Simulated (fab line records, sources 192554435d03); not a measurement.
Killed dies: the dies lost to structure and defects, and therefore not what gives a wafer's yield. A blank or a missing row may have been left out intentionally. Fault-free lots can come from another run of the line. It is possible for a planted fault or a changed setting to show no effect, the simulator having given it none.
fab line records -- flow n5Finfet
record lots=7, wafers=20, lastDay=21
route steps=1938 shown SDB@348 BEOL_M4@1111 PASSIVATION@1936
lots that met no fault: from a run of the same line without faults
startH: hours from the record's first day to the start of the lot's first wafer shown -- waitH: hours from the lot's prior step to this one -- " as in the row above -- L1.1+2: one row covering several wafers at once -- - no value, or no start was given -- * or withheld: withheld -- < > ~ a bound
route shown NAME@n: names a module that has steps shown in the file, with the first one's number in the route -- usual: mean and standard deviation over wafers with no fault -- same: alike in all rows -- chamber/n: place in a boat -- sites: readings site by site -- _std_site: the values' standard deviation -- _edge_site: inner sites' mean taken away from outer sites' mean -- radiusMm: how far each site lies from the wafer's centre -- mask NAME#n: copy n -- behind: tool/chamber where the wafer was last shaped -- hold: why the lot was held/for how many hours/how that ended -- device: transistor that didn't switch, given as n, p or np -- end of line: at the end of the route, the tests of the same wafers -- where a step has no rows: the recipe by itself -- killed: at the first sort, the dies lost to defects and structure; wafer yield is something else -- map: a wafer's dies, marking killed ones x, the rest . and places with no die _
set.NAME: setting as actually run; set.NAME@STEP: the setting as run at that earlier step -- model.NAME: the simulator's own value behind a step, which no gauge read
lots at some steps of the route; a table a step, a row a wafer
services: a tool's chamber out of use, with start hour (startH, from the record's first day; less than 0 if before it), hours out, and reason
## steps
# step N5_SDB_COAT_03
# recipe resist=SOC, tempC=250, timeS=60, spinRpm=1500, resistThkNm=100
# step N5_SDB_COAT_04
# recipe resist=SiARC, tempC=220, timeS=60, spinRpm=1500, resistThkNm=18
# step N5_SDB_COAT_05
# recipe resist=CAR-ArF, spinRpm=1500, resistThkNm=90
# step N5_SDB_EBR_07
# recipe solvent=PGMEA, ebrWidthMm=1.5
# step N5_SDB_SOFTBAKE_06
# recipe tempC=110, timeS=60, resist=CAR-ArF
# step N5_SDB_EXPOSE_08
# recipe maskId=SDB, na=1.35, sourceShape=conventional, sigmaOuter=0.5, polarization=unpolarized, doseMj=49.6
# step N5_SDB_PEB_09
# recipe pebTempC=withheld, pebTimeS=60, resist=CAR-ArF
# step N5_SDB_DEVELOP_10
# recipe developTimeS=30, developer=TMAH, resist=CAR-ArF, rinseLiquid=diw, dry=airSpin, devTempC=23
# step N5_SDB_CD_MEAS_11
# recipe targetCdNm=50, landingEnergyEv=500, detector=seInlens, polarity=opening
# usual cdNm=49.7/1.3
# same landingEnergyEv=500
lot.wafer,tool,chamber,startH,waitH,cdNm
L871.1,cdSem-02,0,75.79,-,51.1
L871.3,cdSem-02,0,75.79,-,50.0
L871.4,cdSem-02,0,75.79,-,50.5
L878.3,cdSem-02,0,123.60,-,47.1
L878.4,cdSem-02,0,123.60,-,49.9
L878.6,cdSem-02,0,123.60,-,47.6
L879.2,cdSem-01,0,132.70,-,52.5
L879.4,cdSem-01,0,132.70,-,51.9
L879.6,cdSem-01,0,132.70,-,48.3
L883.2,cdSem-02,0,149.81,-,48.3
L883.3,cdSem-02,0,149.81,-,49.9
L883.4,cdSem-02,0,149.81,-,46.9
L886.2,cdSem-03,0,166.81,-,48.8
L886.3,cdSem-03,0,166.81,-,49.5
L889.2,cdSem-01,0,188.60,-,50.9
L889.5,cdSem-01,0,188.60,-,49.6
L889.6,cdSem-01,0,188.60,-,48.3
L892.1,cdSem-01,0,206.19,-,49.3
L892.4,cdSem-01,0,206.19,-,47.5
L892.5,cdSem-01,0,206.19,-,49.2
# step N5_SDB_OVL_MEAS_12
# recipe pointsPerWafer=44
# usual SDB_OVL=-0.2/0.79
lot.wafer,tool,chamber,startH,waitH,SDB_OVL[nm]
L871.1,overlay-01,0,75.82,0.0,0.5
L871.3,overlay-01,0,75.82,0.0,0.6
L871.4,overlay-01,0,75.82,0.0,0.6
L878.3,overlay-02,0,123.64,0.0,-0.1
L878.4,overlay-02,0,123.64,0.0,-0.1
L878.6,overlay-02,0,123.64,0.0,0.5
L879.2,overlay-02,0,132.72,0.0,-0.2
L879.4,overlay-02,0,132.72,0.0,-0.6
L879.6,overlay-02,0,132.72,0.0,0.2
L883.2,overlay-01,0,149.84,0.0,-1.2
L883.3,overlay-01,0,149.84,0.0,1.2
L883.4,overlay-01,0,149.84,0.0,-1.1
L886.2,overlay-02,0,166.84,0.0,-1.3
L886.3,overlay-02,0,166.84,0.0,-0.9
L889.2,overlay-02,0,188.63,0.0,1.9
L889.5,overlay-02,0,188.63,0.0,-0.3
L889.6,overlay-02,0,188.63,0.0,1.7
L892.1,overlay-02,0,206.23,0.0,-1.6
L892.4,overlay-02,0,206.23,0.0,0.3
L892.5,overlay-02,0,206.23,0.0,-0.7
# step N5_SDB_INSPECT_13
# recipe mode=adi, inspectInstrument=brightfield
# usual rawDefectCount=75/25
lot.wafer,tool,chamber,startH,waitH,rawDefectCount
L871.1,defectInspect-01,-,75.85,0.0,64
L871.3,defectInspect-01,-,75.85,0.0,61
L871.4,defectInspect-01,-,75.85,0.0,31
L878.3,defectInspect-01,-,123.67,0.0,83
L878.4,defectInspect-01,-,123.67,0.0,64
L878.6,defectInspect-01,-,123.67,0.0,86
L879.2,defectInspect-02,-,132.75,0.0,126
L879.4,defectInspect-02,-,132.75,0.0,90
L879.6,defectInspect-02,-,132.75,0.0,70
L883.2,defectInspect-02,-,149.86,0.0,94
L883.3,defectInspect-02,-,149.86,0.0,77
L883.4,defectInspect-02,-,149.86,0.0,48
L886.2,defectInspect-02,-,166.87,0.0,91
L886.3,defectInspect-02,-,166.87,0.0,66
L889.2,defectInspect-02,-,188.65,0.0,68
L889.5,defectInspect-02,-,188.65,0.0,123
L889.6,defectInspect-02,-,188.65,0.0,56
L892.1,defectInspect-01,-,206.25,0.0,54
L892.4,defectInspect-01,-,206.25,0.0,88
L892.5,defectInspect-01,-,206.25,0.0,79
# step N5_SDB_DESCUM_16
# recipe chemistry=O2, timeS=7.9, sourcePowerW=50, biasPowerW=20, pressureMtorr=20, rfFrequencyHz=2.712e+07, tempC=40, resist=CAR-ArF, o2FlowSccm=225
# usual drypumpMotorCurrentA=6.0/0.42, oesProductAu=0.81/0.09, rfVppV=244.0/1.4, showerheadPlenumPTorr=2.15/0.072, throttleValvePct=20.32/0.27
# same timeS=7.9
lot.wafer,tool,chamber,startH,waitH,drypumpMotorCurrentA,oesProductAu,rfHoursCounterH,rfVppV,showerheadPlenumPTorr,throttleValvePct
L871.1,rieDiel-04,2,75.88,0.0,5.7,0.83,65,245.9,2.09,20.08
L871.3,rieDiel-04,0,75.88,0.0,5.1,0.69,209,242.2,2.07,20.67
L871.4,rieDiel-04,3,75.88,0.0,5.6,0.72,211,245.2,2.16,20.46
L878.3,rieDiel-05,2,123.70,0.0,5.7,0.90,23,242.1,2.11,20.02
L878.4,rieDiel-05,3,123.70,0.0,6.7,0.96,-,245.3,2.26,20.38
L878.6,rieDiel-05,0,123.70,0.0,5.7,0.84,-,246.1,2.22,20.06
L879.2,rieDiel-05,3,132.85,0.1,6.7,0.95,3,244.5,2.26,20.38
L879.4,rieDiel-05,3,132.85,0.1,6.7,0.94,-,245.0,2.26,20.37
L879.6,rieDiel-05,2,132.85,0.1,5.8,0.90,-,241.5,2.11,20.04
L883.2,rieDiel-05,0,150.42,0.6,5.7,0.83,48,244.8,2.22,20.07
L883.3,rieDiel-05,3,150.42,0.6,6.7,0.92,11,245.2,2.26,20.37
L883.4,rieDiel-05,2,150.42,0.6,5.7,0.88,33,243.3,2.11,20.02
L886.2,rieDiel-04,2,166.90,0.0,5.7,0.80,93,241.9,2.08,20.13
L886.3,rieDiel-04,3,166.90,0.0,5.7,0.69,239,243.3,2.15,20.49
L889.2,rieDiel-01,1,188.68,0.0,5.9,0.68,237,241.8,2.08,20.90
L889.5,rieDiel-01,1,188.68,0.0,5.9,0.68,-,241.5,2.08,20.89
L889.6,rieDiel-01,0,188.68,0.0,6.2,0.82,-,245.9,2.20,20.28
L892.1,rieDiel-05,0,207.09,0.8,5.7,0.80,69,245.4,2.21,20.12
L892.4,rieDiel-05,2,207.09,0.8,5.8,0.85,55,244.9,2.10,20.07
L892.5,rieDiel-05,3,207.09,0.8,6.7,0.86,-,245.6,2.25,20.44
# step N5_SDB_ETCH_17
# recipe chemistry=CF4, target=SiARC, targetDepthA=234, maskMaterial=CAR-ArF, timeS=39, ionEnergyEv=80, pressureMtorr=40, sourceW=545, biasW=36, Ar_flow_sccm=100, cf4FlowSccm=100, ends=cleared
# usual drypumpMotorCurrentA=6.0/0.42, etchRfOnTimeS=38.9/1.1, oesProductAu=0.70/0.077, rfVppV=184.6/1.1, showerheadPlenumPTorr=2.19/0.064, throttleValvePct=15.49/0.23
lot.wafer,tool,chamber,startH,waitH,drypumpMotorCurrentA,etchRfOnTimeS,oesProductAu,rfHoursCounterH,rfVppV,showerheadPlenumPTorr,throttleValvePct
L871.1,rieDiel-04,2,75.92,0.0,5.7,39.2,0.71,65,184.2,2.18,15.45
L871.3,rieDiel-04,0,75.92,0.0,5.1,38.5,0.60,209,183.7,2.11,15.85
L871.4,rieDiel-04,3,75.92,0.0,5.7,36.7,0.63,211,184.4,2.20,15.67
L878.3,rieDiel-05,2,123.74,0.0,5.8,54.2,0.65,23,185.0,2.19,15.36
L878.4,rieDiel-05,3,123.74,0.0,6.7,51.7,0.71,-,184.3,2.27,15.24
L878.6,rieDiel-05,0,123.74,0.0,5.7,37.9,0.75,-,185.4,2.26,15.20
L879.2,rieDiel-05,3,132.88,0.0,6.7,37.5,0.83,3,185.5,2.27,15.25
L879.4,rieDiel-05,3,132.88,0.0,6.7,51.3,0.71,-,186.1,2.27,15.24
L879.6,rieDiel-05,2,132.88,0.0,5.8,39.4,0.77,-,184.4,2.18,15.39
L883.2,rieDiel-05,0,150.45,0.0,5.7,37.6,0.73,48,185.7,2.25,15.21
L883.3,rieDiel-05,3,150.45,0.0,6.7,51.6,0.67,11,185.7,2.27,15.26
L883.4,rieDiel-05,2,150.45,0.0,5.8,54.4,0.64,33,185.6,2.18,15.38
L886.2,rieDiel-04,2,166.94,0.0,5.7,39.0,0.68,93,184.2,2.17,15.48
L886.3,rieDiel-04,3,166.94,0.0,5.6,37.0,0.62,239,185.1,2.19,15.71
L889.2,rieDiel-01,1,188.72,0.0,5.9,39.7,0.57,237,182.8,2.12,15.94
L889.5,rieDiel-01,1,188.72,0.0,5.9,39.6,0.57,-,184.1,2.12,15.93
L889.6,rieDiel-01,0,188.72,0.0,6.2,39.6,0.70,-,185.1,2.26,15.50
L892.1,rieDiel-05,0,207.12,0.0,5.7,37.6,0.71,69,183.8,2.25,15.28
L892.4,rieDiel-05,2,207.12,0.0,5.8,40.1,0.72,55,184.9,2.17,15.44
L892.5,rieDiel-05,3,207.12,0.0,6.7,38.1,0.75,-,185.0,2.26,15.30
# step N5_SDB_ETCH_18
# recipe chemistry=N2/H2, target=SOC, targetDepthA=1000, overetchA=200, maskMaterial=SiARC, tempC=40, timeS=150, ionEnergyEv=200, pressureMtorr=30, sourceW=840, biasW=150, n2FlowSccm=200, h2FlowSccm=200
# usual drypumpMotorCurrentA=6.0/0.42, oesProductAu=0.73/0.077, rfVppV=525.6/2.3, showerheadPlenumPTorr=2.61/0.082, throttleValvePct=17.7/0.3
# same timeS=150
lot.wafer,tool,chamber,startH,waitH,drypumpMotorCurrentA,oesProductAu,rfHoursCounterH,rfVppV,showerheadPlenumPTorr,throttleValvePct
L871.1,rieDiel-04,2,75.95,0.0,5.7,0.74,65,523.2,2.56,17.6
L871.3,rieDiel-04,0,75.95,0.0,5.1,0.63,209,522.2,2.53,18.1
L871.4,rieDiel-04,3,75.95,0.0,5.6,0.65,211,526.2,2.63,17.9
L878.3,rieDiel-05,2,123.77,0.0,5.8,0.80,23,524.7,2.60,17.7
L878.4,rieDiel-05,3,123.77,0.0,6.7,0.86,-,529.7,2.70,17.4
L878.6,rieDiel-05,0,123.77,0.0,5.7,0.75,-,528.9,2.68,17.2
L879.2,rieDiel-05,3,132.92,0.0,6.7,0.84,3,528.5,2.70,17.4
L879.4,rieDiel-05,3,132.92,0.0,6.7,0.85,-,529.3,2.69,17.4
L879.6,rieDiel-05,2,132.92,0.0,5.8,0.81,-,525.9,2.60,17.7
L883.2,rieDiel-05,0,150.49,0.0,5.7,0.75,48,527.5,2.67,17.3
L883.3,rieDiel-05,3,150.49,0.0,6.7,0.82,11,528.0,2.69,17.4
L883.4,rieDiel-05,2,150.49,0.0,5.7,0.79,33,525.8,2.60,17.7
L886.2,rieDiel-04,2,166.97,0.0,5.7,0.71,93,523.0,2.55,17.6
L886.3,rieDiel-04,3,166.97,0.0,5.7,0.63,239,526.2,2.61,17.9
L889.2,rieDiel-01,1,188.76,0.0,6.0,0.61,237,521.9,2.49,18.1
L889.5,rieDiel-01,1,188.76,0.0,5.9,0.60,-,522.7,2.49,18.1
L889.6,rieDiel-01,0,188.76,0.0,6.2,0.73,-,526.0,2.71,18.0
L892.1,rieDiel-05,0,207.16,0.0,5.7,0.72,69,528.3,2.66,17.3
L892.4,rieDiel-05,2,207.16,0.0,5.8,0.76,55,524.7,2.59,17.7
L892.5,rieDiel-05,3,207.16,0.0,6.8,0.78,-,527.8,2.68,17.4
# step N5_BEOL_M4_RC_MEAS_101
# usual DIBL_N=37.7/2, DIBL_P=37.7/2.3, IOFF_N=0.18/0.039, IOFF_P=0.23/0.042, ION_N=681/12, ION_P=463/8, SS_N=71.9/0.68, SS_P=73.6/0.71, VT_N=248/3.2, VT_P=-249/3.1
lot.wafer,tool,chamber,startH,waitH,DIBL_N[mV/V],DIBL_P[mV/V],IOFF_N[nA/um],IOFF_P[nA/um],ION_N[uA/um],ION_P[uA/um],SS_N[mV/dec],SS_P[mV/dec],VT_N[mV],VT_P[mV]
L871.1,prober-02,0,264.92,0.0,37.5,35.6,0.14,0.20,668,467,72.1,73.1,252,-249
L871.3,prober-02,0,264.92,0.0,40.2,37.2,0.20,0.23,686,463,73.0,73.9,248,-249
L871.4,prober-02,0,264.92,0.0,40.6,40.5,0.21,0.28,684,467,72.9,74.7,243,-247
L878.3,prober-01,0,310.26,0.3,40.5,41.4,0.24,0.33,702,483,72.5,74.7,245,-243
L878.4,prober-01,0,310.26,0.3,37.3,37.3,0.18,0.25,683,469,71.3,73.2,246,-245
L878.6,prober-01,0,310.26,0.3,38.5,38.3,0.19,0.26,669,464,71.7,73.8,250,-248
L879.2,prober-02,0,323.25,0.2,37.2,38.4,0.23,0.23,688,460,72.1,73.7,244,-251
L879.4,prober-02,0,323.25,0.2,32.6,33.4,0.13,0.17,686,460,70.9,72.3,247,-251
L879.6,prober-02,0,323.25,0.2,36.5,37.8,0.20,0.22,686,462,72.0,73.3,246,-248
L886.2,prober-02,0,348.60,0.2,37.6,35.4,0.19,0.23,685,471,71.3,73.7,245,-247
L886.3,prober-02,0,348.60,0.2,37.2,36.4,0.17,0.23,674,463,71.4,73.9,248,-250
L883.2,prober-01,0,349.89,0.2,39.1,40.6,0.21,0.28,689,468,72.1,74.9,246,-246
L883.3,prober-01,0,349.89,0.2,36.2,35.6,0.15,0.21,686,467,71.1,73.5,248,-249
L883.4,prober-01,0,349.89,0.2,36.9,37.4,0.15,0.23,677,470,71.7,74.0,251,-250
L889.2,prober-01,0,385.83,0.2,37.6,39.6,0.18,0.20,680,455,72.9,73.5,246,-252
L889.5,prober-01,0,385.83,0.2,37.9,40.1,0.19,0.23,671,456,71.9,73.6,248,-251
L889.6,prober-01,0,385.83,0.2,34.7,35.6,0.13,0.16,676,458,71.4,72.9,249,-257
L892.1,prober-02,0,402.27,0.0,38.4,37.0,0.23,0.25,706,471,72.1,73.2,241,-246
L892.4,prober-02,0,402.27,0.0,37.0,34.9,0.16,0.21,663,455,71.9,72.4,251,-247
L892.5,prober-02,0,402.27,0.0,38.9,39.3,0.24,0.29,705,475,72.5,75.0,241,-245
# step N5_PASSIVATION_PROBE_49
# usual defectLimitedYield=91.1/1.4, killed_at_M0_to_M3=34/9.6, killed_at_M4_up=15/5.3, killedAtContacts=12/6.1, killedAtFrontEnd=40/11, killedAtOther=3.5/2.8, killedDies=105/17, killedOnRim=14/4.3, killedOpen=70/12, killedShort=34/7.7, sort_bin_5_function=5.2/0.97, sort_bin_6_memory=3.4/0.62, sortNPass=1075/17, sortYieldPct=91.1/1.4
# same grossDies=1180, killedAtBackSide=0, sort_bin_4_leakage[%]=0, sort_bin_8_speed[%]=0
lot.wafer,tool,chamber,startH,waitH,defectLimitedYield[%],killed_at_M0_to_M3,killed_at_M4_up,killedAtContacts,killedAtFrontEnd,killedAtOther,killedDies,killedOnRim,killedOpen,killedShort,sort_bin_5_function[%],sort_bin_6_memory[%],sortNPass,sortYieldPct[%]
L878.3,prober-02,-,408.24,0.2,90.8,44,11,15,33,6,109,20,70,38,5.9,3.0,1071,90.8
L878.4,prober-02,-,408.29,0.3,90.1,41,16,15,37,8,117,22,78,37,6.9,2.5,1063,90.1
L878.6,prober-02,-,408.39,0.4,91.1,16,9,25,52,3,105,13,72,22,4.7,3.1,1075,91.1
L879.2,prober-01,-,435.78,0.1,91.8,31,15,12,35,4,97,17,68,28,4.7,3.3,1083,91.8
L879.4,prober-01,-,435.88,0.2,92.8,35,15,5,27,3,85,14,58,27,4.7,2.5,1095,92.8
L879.6,prober-01,-,435.98,0.3,93.1,41,8,5,25,2,81,11,61,19,4.2,2.6,1099,93.1
L886.2,prober-02,-,449.90,0.1,91.6,21,13,7,55,3,99,12,74,25,4.6,3.5,1081,91.6
L886.3,prober-02,-,449.95,0.1,89.7,43,12,15,47,4,121,21,81,37,5.5,4.0,1059,89.7
L883.2,prober-02,-,462.19,0.1,91.3,21,31,3,46,2,103,13,69,25,4.6,3.4,1077,91.3
L883.3,prober-02,-,462.24,0.1,90.0,37,21,9,50,1,118,18,89,28,6.5,3.3,1062,90.0
L883.4,prober-02,-,462.29,0.2,90.0,42,20,8,40,8,118,20,72,46,6.4,3.4,1062,90.0
L889.2,prober-02,-,483.01,0.1,92.9,26,11,7,32,8,84,9,53,31,4.0,2.8,1096,92.9
L889.5,prober-02,-,483.16,0.2,92.2,25,14,16,33,4,92,17,61,28,4.2,3.5,1088,92.2
L889.6,prober-02,-,483.21,0.3,91.6,28,6,3,55,7,99,18,63,35,4.4,3.3,1081,91.6
L892.1,prober-01,-,510.06,0.0,91.9,22,17,8,43,5,95,12,59,35,4.5,3.3,1085,91.9
L892.4,prober-01,-,510.21,0.2,93.0,23,16,14,25,5,83,6,61,22,4.2,2.6,1097,93.0
L892.5,prober-01,-,510.26,0.2,89.7,40,13,14,48,6,121,14,65,55,6.1,3.7,1059,89.7
# killed by level:class
L878.3 BEOL_M0_SAQP:geometricParticle:short=11 MOL_CONTACT_COAG:geometricParticle:open=10 BEOL_M1:geometricParticle:open=9 BEOL_M2:geometricParticle:open=9 STI_FIN_REVEAL:geometricParticle:open=8 BEOL_M0_SAQP:geometricParticle:open=8 GATE_CUT:geometricParticle:short=5 MOL_CONTACT_COAG:geometricParticle:short=5
L878.4 MOL_CONTACT_COAG:geometricParticle:open=10 BEOL_M0_SAQP:geometricParticle:open=9 BEOL_M2:geometricParticle:open=9 DUMMY_GATE:geometricParticle:open=8 BEOL_M1:geometricParticle:open=8 FIN_SAQP:geometricParticle:open=6 BEOL_M0_SAQP:geometricParticle:short=6 BEOL_M2:geometricParticle:short=6
L878.6 MOL_CONTACT_COAG:geometricParticle:open=19 STI_FIN_REVEAL:geometricParticle:open=14 FIN_SAQP:geometricParticle:open=9 HKMG_FIN:areaEtch=9 BEOL_M0_SAQP:geometricParticle:open=7 MOL_CONTACT_COAG:geometricParticle:short=6 STARTING-WAFER:geometricParticle:short=4 BEOL_M2:geometricParticle:open=4
L879.2 MOL_CONTACT_COAG:geometricParticle:open=9 BEOL_M3:geometricParticle:open=9 BEOL_M2:geometricParticle:open=7 BEOL_M5:geometricParticle:open=7 STARTING-WAFER:geometricParticle:open=6 FIN_SAQP:geometricParticle:short=5 DUMMY_GATE:geometricParticle:open=5 BEOL_M0_SAQP:geometricParticle:short=5
L879.4 BEOL_M2:geometricParticle:open=10 FIN_SAQP:geometricParticle:open=8 BEOL_M3:geometricParticle:open=7 BEOL_M0_SAQP:geometricParticle:short=6 BEOL_M4:geometricParticle:open=6 FIN_SAQP:geometricParticle:short=5 DUMMY_GATE:geometricParticle:open=5 MOL_CONTACT_COAG:geometricParticle:open=5
L879.6 BEOL_M3:geometricParticle:open=12 BEOL_M2:geometricParticle:open=9 BEOL_M0_SAQP:geometricParticle:open=8 FIN_SAQP:geometricParticle:short=6 FIN_SAQP:geometricParticle:open=5 MOL_CONTACT_COAG:geometricParticle:open=5 BEOL_M3:geometricParticle:short=5 BEOL_M4:geometricParticle:open=5
L886.2 STI_FIN_REVEAL:geometricParticle:open=18 FIN_SAQP:geometricParticle:open=16 MOL_CONTACT_COAG:geometricParticle:open=6 STARTING-WAFER:geometricParticle:short=6 FIN_SAQP:geometricParticle:short=5 BEOL_M0_SAQP:geometricParticle:short=5 STI_FIN_REVEAL:geometricParticle:short=4 DUMMY_GATE:geometricParticle:open=4
L886.3 BEOL_M0_SAQP:geometricParticle:open=16 MOL_CONTACT_COAG:geometricParticle:open=13 FIN_SAQP:geometricParticle:short=11 BEOL_M2:geometricParticle:open=9 STI_FIN_REVEAL:geometricParticle:open=8 FIN_SAQP:geometricParticle:open=7 BEOL_M0_SAQP:geometricParticle:short=7 BEOL_M3:geometricParticle:open=6
L883.2 BEOL_M4:geometricParticle:open=16 STI_FIN_REVEAL:geometricParticle:open=12 BEOL_M3:geometricParticle:open=12 FIN_SAQP:geometricParticle:short=8 HKMG_FIN:areaEtch=8 FIN_SAQP:geometricParticle:open=6 BEOL_M4:geometricParticle:short=4 DUMMY_GATE:geometricParticle:open=3
L883.3 STI_FIN_REVEAL:geometricParticle:open=28 BEOL_M0_SAQP:geometricParticle:open=9 BEOL_M3:geometricParticle:open=9 MOL_CONTACT_COAG:geometricParticle:open=8 BEOL_M1:geometricParticle:open=7 BEOL_M0_SAQP:geometricParticle:short=6 BEOL_M7:geometricParticle:short=5 FIN_SAQP:geometricParticle:short=4
L883.4 STI_FIN_REVEAL:geometricParticle:open=19 BEOL_M3:geometricParticle:open=13 BEOL_M4:geometricParticle:open=12 BEOL_M2:geometricParticle:short=9 MOL_CONTACT_COAG:geometricParticle:open=7 FIN_SAQP:geometricParticle:short=6 BEOL_M1:geometricParticle:short=6 GATE_CUT:geometricParticle:short=5
L889.2 FIN_SAQP:geometricParticle:short=8 BEOL_M0_SAQP:geometricParticle:short=7 MOL_CONTACT_COAG:geometricParticle:open=6 BEOL_M0_SAQP:geometricParticle:open=6 STI_FIN_REVEAL:geometricParticle:open=5 BEOL_M3:geometricParticle:open=5 BEOL_M4:geometricParticle:open=5 FIN_SAQP:geometricParticle:open=4
L889.5 MOL_CONTACT_COAG:geometricParticle:open=14 FIN_SAQP:geometricParticle:open=6 BEOL_M0_SAQP:geometricParticle:short=5 BEOL_M2:geometricParticle:open=5 BEOL_M4:geometricParticle:short=5 DUMMY_GATE:geometricParticle:open=4 DUMMY_GATE:geometricParticle:short=4 GATE_CUT:geometricParticle:open=4
L889.6 DUMMY_GATE:geometricParticle:open=12 FIN_SAQP:geometricParticle:short=10 STI_FIN_REVEAL:geometricParticle:open=9 FIN_SAQP:geometricParticle:open=8 BEOL_M0_SAQP:geometricParticle:open=8 BEOL_M0_SAQP:geometricParticle:short=5 BEOL_M2:geometricParticle:open=4 BEOL_M3:geometricParticle:open=4
L892.1 STI_FIN_REVEAL:geometricParticle:open=11 GATE_CUT:geometricParticle:short=9 MOL_CONTACT_COAG:geometricParticle:open=7 BEOL_M4:geometricParticle:open=7 FIN_SAQP:geometricParticle:open=6 BEOL_M1:geometricParticle:open=5 BEOL_M0_SAQP:geometricParticle:open=4 BEOL_M2:geometricParticle:open=4
L892.4 MOL_CONTACT_COAG:geometricParticle:open=13 BEOL_M0_SAQP:geometricParticle:open=10 STI_FIN_REVEAL:geometricParticle:open=7 BEOL_M2:geometricParticle:open=6 BEOL_M4:geometricParticle:open=5 DUMMY_GATE:geometricParticle:open=4 GATE_CUT:geometricParticle:short=4 BEOL_M0_SAQP:geometricParticle:short=4
L892.5 BEOL_M0_SAQP:geometricParticle:short=10 FIN_SAQP:geometricParticle:short=9 MOL_CONTACT_COAG:geometricParticle:open=8 STI_FIN_REVEAL:geometricParticle:open=7 FIN_SAQP:geometricParticle:open=6 MOL_CONTACT_COAG:geometricParticle:short=6 BEOL_M0:geometricParticle:open=5 BEOL_M2:geometricParticle:open=5
## services
tool,chamber,startH,hours,kind
rieDiel-05,3,89.42,-,clean
rieDiel-05,3,89.42,-,consumableReplace:focusRing
rieDiel-05,3,89.42,-,consumableReplace:showerhead
rieDiel-05,3,89.42,32.7,scheduledDown
rieDiel-05,3,89.42,32.7,ventCycle
rieDiel-05,-,89.99,15.6,pm
rieDiel-01,-,109.73,14.6,pm
rieDiel-05,1,122.16,-,clean
rieDiel-05,1,122.16,-,consumableReplace:focusRing
rieDiel-05,1,122.16,-,consumableReplace:showerhead
rieDiel-05,1,122.16,17.9,scheduledDown
rieDiel-05,1,122.16,17.9,ventCycle
rieDiel-01,3,166.05,3.5,repair
rieDiel-04,0,198.98,-,clean
rieDiel-04,0,198.98,-,consumableReplace:focusRing
rieDiel-04,0,198.98,36.9,scheduledDown
rieDiel-04,0,198.98,36.9,ventCycle
rieDiel-04,1,200.64,69.6,repair
rieDiel-04,3,203.83,8.1,repair
## key
firstSign step=N5_SDB_ETCH_17, reading=etchRfOnTimeS, direction=up, sigmas=13, usual=*, struck=*
effect none on later readings
metAt N5_SDB_ETCH_17
struckWafers L878.3,L878.4,L879.4,L883.3,L883.4
fault kind=processParameterDrift, tool=rieDiel-05, chamber=-, onsetH=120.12, steps=N5_SDB_ETCH_17, channel=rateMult, offset=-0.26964, shape=step, endH=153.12, scope=struckWafersOnly
